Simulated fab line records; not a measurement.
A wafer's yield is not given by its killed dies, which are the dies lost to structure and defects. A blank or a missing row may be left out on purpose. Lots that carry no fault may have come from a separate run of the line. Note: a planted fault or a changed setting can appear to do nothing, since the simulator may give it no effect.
Matching of chambers    flow nand-harc    NHARC_P_BONDPAD_DEP_00 on pecvd-01: 3 sister chambers
The step deposits SiCN, target thk 250 nm. 6 wafers are shown with their chamber, then 7 later ones without.

WAFERS, EACH WITH ITS CHAMBER
wafer   chamber  heater-power-w (W)  showerhead-vpp-V (V)
L965.2  1        719                 1308
L966.2  0        461                 1336
L966.5  1        708                 1318
L966.6  0        463                 1351
L977.2  2        601                 1294
L977.3  2        600                 1309

WAFERS WITHOUT THEIR CHAMBER
wafer   heater-power-w (W)  showerhead-vpp-V (V)
L977.4  382                 1316
L979.2  567                 1290
L979.3  482                 1348
L979.6  497                 1347
L982.1  617                 1284
L982.3  433                 1330
L982.6  699                 1287

WHICH CHAMBER EACH ONE RAN IN
wafer   from the rows above  in truth
L977.4  0                    0
L979.2  2                    2
L979.3  0                    0
L979.6  0                    0
L982.1  2                    2
L982.3  0                    0
L982.6  1                    1
7 of 7 placed correctly. From these rows, 0 cannot be placed. Placed wrongly: 0.
How it was worked out, from the rows above alone: a wafer's distance from a chamber is the root of the sum, over the readings, of the square of ((its reading less the chamber's mean) divided by the reading's scatter). If the next closest chamber is less than 2 further off than the closest, the wafer can't be placed; otherwise it belongs to the closest. The mean given for a chamber averages the wafers shown for that chamber. The scatter is the square root of a quotient: the sum, over the shown wafers, of each reading's squared deviation from its chamber's mean, divided by wafers minus chambers.
